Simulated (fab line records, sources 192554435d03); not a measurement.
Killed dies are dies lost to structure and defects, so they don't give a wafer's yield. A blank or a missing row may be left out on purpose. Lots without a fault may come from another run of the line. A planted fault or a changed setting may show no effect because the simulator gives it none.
Chamber matching | flow n5_finfet | N5_SDB_ETCH_18 on rie_diel-06: 4 sister chambers
The step etches SOC in N2/H2, target depth 100 nm, overetch 20 nm, time 150 s. 4 wafers are shown with their chamber, then 11 later ones without.

WAFERS WITH THEIR CHAMBER
wafer  | chamber | showerhead_plenum_p_Torr (Torr)
L087.5 | 0       | 2.66
L090.3 | 2       | 2.40
L090.4 | 1       | 2.53
L090.5 | 3       | 2.43

WAFERS WITHOUT THEIR CHAMBER
wafer  | showerhead_plenum_p_Torr (Torr)
L092.1 | 2.43
L092.2 | 2.53
L092.5 | 2.53
L093.1 | 2.65
L093.2 | 2.53
L093.5 | 2.65
L094.1 | 2.53
L094.2 | 2.43
L094.4 | 2.65
L097.1 | 2.52
L097.4 | 2.42

WHICH CHAMBER EACH WENT THROUGH
wafer  | from the rows above     | in truth
L092.1 | 3                       | 3
L092.2 | 1                       | 1
L092.5 | 1                       | 1
L093.1 | 0                       | 0
L093.2 | 1                       | 1
L093.5 | 0                       | 0
L094.1 | 1                       | 1
L094.2 | 3                       | 3
L094.4 | 0                       | 0
L097.1 | 1                       | 1
L097.4 | can't be placed: 3 or 2 | 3
Placed correctly: 10 of 11. Can't be placed from these rows: 1 (the true chamber is among the candidates in 1). Placed wrongly: 0.
How it was worked out, from the rows above alone: a wafer's distance from a chamber is the root of the sum, over the readings, of the square of ((its reading less the chamber's mean) divided by the reading's scatter). The wafer belongs to the nearest chamber; if the next one is less than 2 further off, it can't be placed. A chamber's mean is the mean of its shown wafers. The scatter: with one shown wafer a chamber, the root of the mean of the squares of how far each hidden wafer lies from its nearest shown one.
